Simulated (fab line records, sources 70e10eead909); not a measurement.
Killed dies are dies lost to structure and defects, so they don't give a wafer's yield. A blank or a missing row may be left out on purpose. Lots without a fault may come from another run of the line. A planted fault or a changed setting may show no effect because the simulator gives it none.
Which tool did it? | flow nand_harc | 13 lots, 39 wafers sampled, at 6 steps of a route of 1159

WHAT THE GAUGES READ, wafer by wafer
NHARC_P_GATE_CD_MEAS_26: target cd 120 nm.
lot  | measured     | on        | cd_nm (nm)
L425 | day 5 01:19  | cd_sem-03 | 119.5 119.6 119.5
L428 | day 5 15:46  | cd_sem-03 | 119.7 119.1 118.7
L429 | day 5 16:18  | cd_sem-02 | 104.6 104.3 104.6
L431 | day 6 10:52  | cd_sem-03 | 120.9 120.4 120.1
L434 | day 6 23:58  | cd_sem-01 | 120.5 121.1 121.0
L439 | day 8 13:58  | cd_sem-03 | 120.4 119.4 120.5
L440 | day 8 20:33  | cd_sem-01 | 120.8 120.3 119.2
L441 | day 9 06:31  | cd_sem-01 | 119.5 119.8 119.8
L443 | day 9 07:10  | cd_sem-03 | 120.0 120.6 120.6
L442 | day 9 08:04  | cd_sem-03 | 120.3 120.4 120.8
L446 | day 10 00:39 | cd_sem-03 | 120.8 119.6 120.3
L445 | day 10 00:29 | cd_sem-02 | 119.7 119.8 120.2
L447 | day 10 06:35 | cd_sem-01 | 120.8 119.8 120.8

NHARC_P_GATE_CD_MEAS_33.
lot  | measured     | on        | cd_nm (nm)
L425 | day 5 02:52  | cd_sem-03 | 123.0 121.0 123.3
L428 | day 5 16:58  | cd_sem-01 | 123.3 122.3 117.4
L429 | day 5 17:33  | cd_sem-02 | 106.5 105.5 103.1
L431 | day 6 12:04  | cd_sem-01 | 120.9 122.5 121.1
L434 | day 7 01:46  | cd_sem-02 | 119.4 119.2 120.6
L439 | day 8 14:58  | cd_sem-01 | 120.4 121.0 120.8
L440 | day 8 21:44  | cd_sem-01 | 120.3 121.4 118.0
L441 | day 9 07:33  | cd_sem-02 | 119.8 119.2 119.8
L443 | day 9 08:10  | cd_sem-02 | 119.5 118.7 121.2
L442 | day 9 09:03  | cd_sem-02 | 121.9 117.5 120.5
L446 | day 10 01:40 | cd_sem-01 | 119.0 115.6 120.6
L445 | day 10 01:29 | cd_sem-03 | 119.6 119.3 118.5
L447 | day 10 07:37 | cd_sem-03 | 118.4 114.0 120.2

WHICH TOOL RAN EACH LOT (tool, then ch and the chambers of the sampled wafers, then the start)
lot  | NHARC_P_GATE_DEP_103            | NHARC_P_GATE_EXPOSE_23             | NHARC_P_GATE_DESCUM_31             | NHARC_P_GATE_STRIP_108
L425 | pecvd-01 ch 1,2, day 5 00:44    | arfi_scanner-02 ch 0, day 5 01:11  | rie_diel-02 ch 1,2,3, day 5 01:32  | rie_diel-02 ch 1,2,3, day 5 02:40
L428 | pecvd-02 ch 0,2, day 5 15:05    | arfi_scanner-03 ch 0, day 5 15:38  | rie_diel-02 ch 1,3, day 5 15:58    | rie_diel-12 ch 1,2,3, day 5 16:47
L429 | pecvd-04 ch 1,2, day 5 15:42    | arfi_scanner-03 ch 0, day 5 16:10  | rie_diel-02 ch 1,2, day 5 16:30    | rie_diel-02 ch 1,2,3, day 5 17:20
L431 | pecvd-02 ch 0,2, day 6 10:12    | arfi_scanner-03 ch 0, day 6 10:44  | rie_diel-01 ch 0,1,2, day 6 11:05  | rie_diel-02 ch 0,1,2, day 6 11:54
L434 | pecvd-04 ch 0,1,2, day 6 23:17  | arfi_scanner-02 ch 0, day 6 23:49  | rie_diel-12 ch 0,2,3, day 7 00:14  | rie_diel-12 ch 0,2,3, day 7 01:35
L439 | pecvd-04 ch 0,2, day 8 13:18    | arfi_scanner-01 ch 0, day 8 13:50  | rie_diel-02 ch 0,2, day 8 14:10    | rie_diel-02 ch 0,1,3, day 8 14:47
L440 | pecvd-02 ch 0,1, day 8 20:01    | arfi_scanner-01 ch 0, day 8 20:25  | rie_diel-12 ch 1,2,3, day 8 20:44  | rie_diel-12 ch 0,2,3, day 8 21:35
L441 | pecvd-02 ch 0,1, day 9 05:53    | arfi_scanner-03 ch 0, day 9 06:23  | rie_diel-01 ch 2,3, day 9 06:43    | rie_diel-01 ch 1,2,3, day 9 07:25
L443 | pecvd-02 ch 0,1,2, day 9 06:29  | arfi_scanner-01 ch 0, day 9 07:01  | rie_diel-02 ch 0,1, day 9 07:21    | rie_diel-12 ch 1,2,3, day 9 07:59
L442 | pecvd-02 ch 1,2, day 9 07:23    | arfi_scanner-02 ch 0, day 9 07:56  | rie_diel-12 ch 0,2,3, day 9 08:16  | rie_diel-12 ch 0,2,3, day 9 08:55
L446 | pecvd-01 ch 0,1,2, day 9 23:50  | arfi_scanner-02 ch 0, day 10 00:30 | rie_diel-01 ch 0,1,2, day 10 00:50 | rie_diel-12 ch 0,2,3, day 10 01:31
L445 | pecvd-02 ch 1,2, day 9 23:50    | arfi_scanner-03 ch 0, day 10 00:22 | rie_diel-12 ch 0,2, day 10 00:41   | rie_diel-12 ch 0,1,3, day 10 01:20
L447 | pecvd-02 ch 0,1,2, day 10 06:03 | arfi_scanner-02 ch 0, day 10 06:26 | rie_diel-12 ch 0,1,3, day 10 06:46 | rie_diel-02 ch 0,1, day 10 07:26
- NHARC_P_GATE_DEP_103: deposits SiON, target thk 30 nm.
- NHARC_P_GATE_EXPOSE_23: exposes mask P GATE, target cd 120 nm.
- NHARC_P_GATE_DESCUM_31: chemistry O2, time 3 s.
- NHARC_P_GATE_STRIP_108: strips in O2.

WHAT THE TOOLS THEMSELVES READ (means of the sampled wafers that have a number; where no wafer has one, the mark that the record gives instead)
NHARC_P_GATE_DEP_103.
lot  | tool     | heater_power_w (W)
L425 | pecvd-01 | 621
L428 | pecvd-02 | 678
L429 | pecvd-04 | 793
L431 | pecvd-02 | 783
L434 | pecvd-04 | 782
L439 | pecvd-04 | 741
L440 | pecvd-02 | 673
L441 | pecvd-02 | 685
L443 | pecvd-02 | 703
L442 | pecvd-02 | 747
L446 | pecvd-01 | 694
L445 | pecvd-02 | 769
L447 | pecvd-02 | 742

NHARC_P_GATE_EXPOSE_23.
lot  | tool            | exposure_dose_mJ_cm2 | reticle_temp_C (C)
L425 | arfi_scanner-02 | 93.88                | 23.02
L428 | arfi_scanner-03 | 93.81                | 22.97
L429 | arfi_scanner-03 | 93.79                | 22.94
L431 | arfi_scanner-03 | 93.87                | 23.02
L434 | arfi_scanner-02 | 93.84                | 23.03
L439 | arfi_scanner-01 | 93.93                | 23.12
L440 | arfi_scanner-01 | 93.90                | 23.00
L441 | arfi_scanner-03 | 93.84                | 22.87
L443 | arfi_scanner-01 | 93.89                | 23.02
L442 | arfi_scanner-02 | 93.96                | 23.03
L446 | arfi_scanner-02 | 93.92                | 23.00
L445 | arfi_scanner-03 | 93.95                | 22.87
L447 | arfi_scanner-02 | 93.78                | 23.21

NHARC_P_GATE_DESCUM_31.
lot  | tool        | chamber_pressure_mTorr (mTorr) | drypump_motor_current_A (A) | oes_product_au (a.u.) | rf_vpp_V (V) | showerhead_plenum_p_Torr (Torr) | throttle_valve_pct (%)
L425 | rie_diel-02 | 60.04                          | 6.08                        | 1.001                 | 58.0         | 1.92                            | 11.314
L428 | rie_diel-02 | 60.03                          | 6.07                        | 0.997                 | 58.2         | 1.92                            | 11.319
L429 | rie_diel-02 | 60.03                          | 6.08                        | 1.001                 | 57.2         | 1.92                            | 11.307
L431 | rie_diel-01 | 60.05                          | 5.81                        | 1.000                 | 56.4         | 1.88                            | 11.309
L434 | rie_diel-12 | 59.97                          | 5.96                        | 1.002                 | 57.6         | 1.96                            | 11.303
L439 | rie_diel-02 | 59.98                          | 6.02                        | 1.000                 | 56.9         | 1.88                            | 11.312
L440 | rie_diel-12 | 59.97                          | 5.87                        | 1.001                 | 57.5         | 1.91                            | 11.313
L441 | rie_diel-01 | 60.00                          | 5.65                        | 1.000                 | 57.6         | 1.98                            | 11.311
L443 | rie_diel-02 | 60.01                          | 6.09                        | 1.000                 | 58.3         | 1.94                            | 11.311
L442 | rie_diel-12 | 60.05                          | 5.97                        | 0.995                 | 57.9         | 1.95                            | 11.310
L446 | rie_diel-01 | 60.03                          | 5.83                        | 1.000                 | 57.8         | 1.87                            | 11.303
L445 | rie_diel-12 | 59.98                          | 5.93                        | 1.002                 | 58.1         | 1.92                            | 11.310
L447 | rie_diel-12 | 60.03                          | 6.03                        | 1.006                 | 58.1         | 1.92                            | 11.310

NHARC_P_GATE_STRIP_108.
lot  | tool        | chamber_pressure_mTorr (mTorr) | drypump_motor_current_A (A) | oes_product_au (a.u.) | rf_vpp_V (V) | showerhead_plenum_p_Torr (Torr) | throttle_valve_pct (%)
L425 | rie_diel-02 | 60.01                          | 6.11                        | 0.997                 | 57.9         | 3.54                            | 17.038
L428 | rie_diel-12 | 59.98                          | 5.85                        | 1.004                 | 57.0         | 3.53                            | 17.030
L429 | rie_diel-02 | 60.02                          | 6.08                        | 1.004                 | 57.8         | 3.54                            | 17.040
L431 | rie_diel-02 | 60.03                          | 6.10                        | 1.003                 | 57.3         | 3.56                            | 17.047
L434 | rie_diel-12 | 60.01                          | 5.98                        | 0.996                 | 58.1         | 3.60                            | 17.033
L439 | rie_diel-02 | 59.96                          | 6.10                        | 0.988                 | 57.6         | 3.55                            | 17.032
L440 | rie_diel-12 | 60.04                          | 5.98                        | 1.008                 | 58.4         | 3.59                            | 17.041
L441 | rie_diel-01 | 60.03                          | 5.80                        | 0.998                 | 56.5         | 3.61                            | 17.030
L443 | rie_diel-12 | 60.01                          | 5.87                        | 1.005                 | 58.0         | 3.52                            | 17.032
L442 | rie_diel-12 | 60.01                          | 5.95                        | 0.995                 | 57.8         | 3.59                            | 17.034
L446 | rie_diel-12 | 60.03                          | 5.98                        | 0.999                 | 59.1         | 3.59                            | 17.031
L445 | rie_diel-12 | 60.02                          | 6.05                        | 0.998                 | 57.9         | 3.53                            | 17.034
L447 | rie_diel-02 | 60.01                          | 6.17                        | 0.997                 | 57.3         | 3.65                            | 17.038

THE ANSWER, worked out from the rows above alone
Rule: what is usual is taken from the lots themselves. Put in order of their means at a reading, lots are off if they are a third of the lots or fewer, leave a main group of 4 or more, and stand apart from it by a gap of 3 or more times the standard deviation of the main group's means; of several such gaps the widest counts. A main group whose means are all the same, to the digits that the tables above print for the reading, isn't used. A lot without any number at a reading at which 4 lots or more have one is off too. The other lots that the step has rows for count as sound. The gauges are gone through in route order, then the tools' own readings, and for those a lot's mean is taken as printed above. The first step at which some lot is off is used, and at that step the reading that is off furthest; a lot without a number counts as furthest.
Off: L429, at NHARC_P_GATE_CD_MEAS_26 (cd_nm). The main group: mean 120.1 nm, standard deviation 0.46.
A tool fits if, at a process step before that reading, it ran every lot that is off, and no sound lot after the first of them. The gauges at NHARC_P_GATE_CD_MEAS_26 are tried like those tools. None of those tried fits.

WHAT THE SIMULATOR HAD PUT IN
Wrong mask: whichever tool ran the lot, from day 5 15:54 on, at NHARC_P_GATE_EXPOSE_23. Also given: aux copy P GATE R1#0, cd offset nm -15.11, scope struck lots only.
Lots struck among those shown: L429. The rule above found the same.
